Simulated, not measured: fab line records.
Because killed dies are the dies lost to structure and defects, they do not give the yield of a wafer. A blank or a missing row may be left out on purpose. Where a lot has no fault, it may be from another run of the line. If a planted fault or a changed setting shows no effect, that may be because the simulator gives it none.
Chamber matching -- flow nand harc -- 4 sister chambers for NHARC_A_CONTACT_CMP_20 on cmp-03
The step polishes, t overpolish 30 s, target thk 300 nm. 4 wafers are shown with their chamber, then 7 later ones without.

== WAFERS, EACH WITH ITS CHAMBER ==
wafer,chamber,motor current A (A)
L089.3,3,12.7
L089.6,0,13.6
L092.2,1,11.1
L092.3,2,10.2

== WAFERS MISSING THEIR CHAMBER ==
wafer,motor current A (A)
L092.4,13.9
L093.2,11.1
L093.4,10.4
L093.6,13.8
L094.1,10.9
L094.5,13.7
L094.6,13.4

== THE CHAMBER EACH PASSED THROUGH ==
wafer,from the rows above,in truth
L092.4,0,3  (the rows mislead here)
L093.2,1,1
L093.4,2,2
L093.6,0,0
L094.1,1,1
L094.5,0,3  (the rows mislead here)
L094.6,0,0
Placed correctly: 5 of 7. Not placeable from these rows: 0. Wrongly placed: 2.
How it was worked out, from the rows above alone: a wafer's distance from a chamber is the root of the sum, over the readings, of the square of ((its reading less the chamber's mean) divided by the reading's scatter). The wafer belongs to the nearest chamber; if the next one is less than 2 further off, it can't be placed. A chamber's mean is the mean of its shown wafers. The scatter (one wafer shown for each chamber): square how far every hidden wafer sits from the nearest shown wafer, average those squares and take the square root.
